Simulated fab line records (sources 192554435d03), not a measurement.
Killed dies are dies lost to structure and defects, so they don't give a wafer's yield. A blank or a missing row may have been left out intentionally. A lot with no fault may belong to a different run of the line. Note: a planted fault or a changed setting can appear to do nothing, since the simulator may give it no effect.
A lot that was struck, set against a sound lot    flow n5-finfet    21 out of 1938 route steps
Sound: these wafers, L867.1, L867.2, L867.6. Wafers L874.1, L874.2, L874.4 were the ones struck. The cause is named last.
At each step with rows: each side's tool, then ch and its chambers, then its first start. Under that, the readings that differ: sound wafers    struck wafers    difference of the means    sigmas: that difference in standard deviations of wafers without a fault.
alike: readings whose means differ by less than 2 such deviations, and words and numbers that are the same on both sides. not compared: withheld readings, readings that some wafer has no value for, bounds like >300 that may hide the same value, and numbers for which the record gives no deviation and whose values overlap.
Wherever a step has rows on one side only, a row that says differs or no value, or a row with sigmas, the two part there. Non-overlapping numbers with no deviation appear without sigmas and do not part them. A reading missing from all wafers of one side parts the sides only when that side holds two or more wafers.

first, 7 steps without rows for these wafers: N5_BEOL_M5_COAT_71 (time 60 s, resist thk 5 nm); N5_BEOL_M5_COAT_05 (resist thk 30 nm); N5_BEOL_M5_EBR_07; N5_BEOL_M5_SOFTBAKE_06 (time 60 s); N5_BEOL_M5_EXPOSE_08 (exposes mask M5, target cd 28 nm); N5_BEOL_M5_PEB_09 (peb time 60 s); N5_BEOL_M5_DEVELOP_10 (develop time 30 s).
N5_BEOL_M5_CD_MEAS_11 targets a cd of 27.74 nm.
  sound on cd-sem-03 ch 0, day 11 06:48; struck on cd-sem-03 ch 0, day 12 19:10
  alike: cd-nm
N5_BEOL_M5_OVL_MEAS_12:
  sound on overlay-01 ch 0, day 11 06:50; struck on overlay-01 ch 0, day 12 19:12
  alike: M5_OVL
N5_BEOL_M5_INSPECT_13: inspects for defects (brightfield).
  sound: defect-inspect-01 at day 11 06:53; struck: defect-inspect-02 at day 12 19:31
  alike: raw-defect-count
N5_BEOL_M5_DESCUM_16: chemistry O2, time 7 s.
  sound on rie-diel-02 ch 0,1, day 11 06:56; struck on rie-diel-03 ch 0,1,3, day 12 19:34
reading                sound           struck          difference  sigmas
oes-product-au (a.u.)  0.96 0.92 0.97  0.83 0.75 0.68  -0.20       -2
  alike: drypump-motor-current-A, rf-vpp-V, showerhead-plenum-p-Torr, throttle-valve-pct
  not compared: rf-hours-counter-h
N5_BEOL_M5_ETCH_72: etches underlayer in N2/H2, target depth 6.5 nm, time 5.2 s.
  sound on rie-diel-02 ch 0,1, day 11 06:58; struck on rie-diel-03 ch 0,1,3, day 12 19:36
reading                sound           struck          difference  sigmas
oes-product-au (a.u.)  0.82 0.79 0.81  0.69 0.64 0.58  -0.17       -2
  alike: bias-w, chamber-pressure-mTorr, drypump-motor-current-A, etch-rf-on-time-s, rf-vpp-V, showerhead-plenum-p-Torr, throttle-valve-pct
  not compared: rf-hours-counter-h
N5_BEOL_M5_ETCH_61: etches SiARC in CF4, target depth 15.6 nm, time 26 s.
  sound on rie-diel-02 ch 0,1, day 11 06:59; struck on rie-diel-03 ch 0,1,3, day 12 19:37
  no value came back on the struck wafers for any of 8 readings (bias-w (W), cf4-flow-sccm (sccm) and others); on the sound wafers bias-w (W) reads 35.97 36.05 36.00
  not compared: rf-hours-counter-h
N5_BEOL_M5_ETCH_62: etches SOC in N2/H2, target depth 75 nm, overetch 15 nm, time 112.5 s.
  sound on rie-diel-02 ch 0,1, day 11 07:01; struck on rie-diel-03 ch 0,1,3, day 12 19:38
reading                sound           struck          difference  sigmas
oes-product-au (a.u.)  0.76 0.74 0.75  0.31 0.28 0.26  -0.47       -7
  alike: bias-w, chamber-pressure-mTorr, drypump-motor-current-A, rf-vpp-V, showerhead-plenum-p-Torr, throttle-valve-pct
  not compared: rf-hours-counter-h
then, 2 steps without rows for these wafers: N5_BEOL_M5_STRIP_63 (strips in N2/H2); N5_BEOL_M5_STRIP_73 (strips in N2/H2).
N5_BEOL_M5_STRIP_64: strips in CF4.
  sound on rie-diel-02 ch 0,1, day 11 07:08; struck on rie-diel-03 ch 0,1,3, day 12 19:46
reading                sound           struck          difference  sigmas
oes-product-au (a.u.)  0.94 0.92 0.94  0.81 0.75 0.69  -0.18       -2
  alike: drypump-motor-current-A, rf-vpp-V, showerhead-plenum-p-Torr, throttle-valve-pct
  not compared: rf-hours-counter-h
N5_BEOL_M5_HM_OPEN_17: chemistry Cl2/BCl3, target TiN, target depth 20 nm, overetch 6 nm.
  sound on rie-metal-03 ch 0,1, day 11 07:11; struck on rie-metal-02 ch 0,1, day 12 19:49
reading                 sound              struck             difference  sigmas
oes-product-au (a.u.)   0.53 0.68 0.68     0.31 0.32 0.32     -0.31       -5
throttle-valve-pct (%)  22.03 22.06 22.06  22.80 23.03 22.77  +0.82       +4
  alike: drypump-motor-current-A
  not compared: rf-hours-counter-h
N5_BEOL_M5_STRIP_19: strips in O2.
  sound on rie-diel-02 ch 2,3, day 11 07:18; struck on rie-diel-04 ch 0,2,3, day 12 19:58
  alike: drypump-motor-current-A, oes-product-au, rf-vpp-V, showerhead-plenum-p-Torr, throttle-valve-pct
  not compared: rf-hours-counter-h
N5_BEOL_M5_CD_MEAS_18: pitch 56 nm, target cd 28 nm.
  sound: cd-sem-03 at day 11 07:22; struck: cd-sem-03 at day 12 20:02
reading     sound           struck  difference                     sigmas
cd-nm (nm)  28.2 27.2 28.0  - - -   no value on the struck wafers  
then, 1 step without rows for these wafers: N5_BEOL_M5_COAT_65 (time 60 s, resist thk 60 nm).

## WHERE THEY PART
First at N5_BEOL_M5_DESCUM_16; last, within this record, at N5_BEOL_M5_CD_MEAS_18.

WHY: what the simulator had put in
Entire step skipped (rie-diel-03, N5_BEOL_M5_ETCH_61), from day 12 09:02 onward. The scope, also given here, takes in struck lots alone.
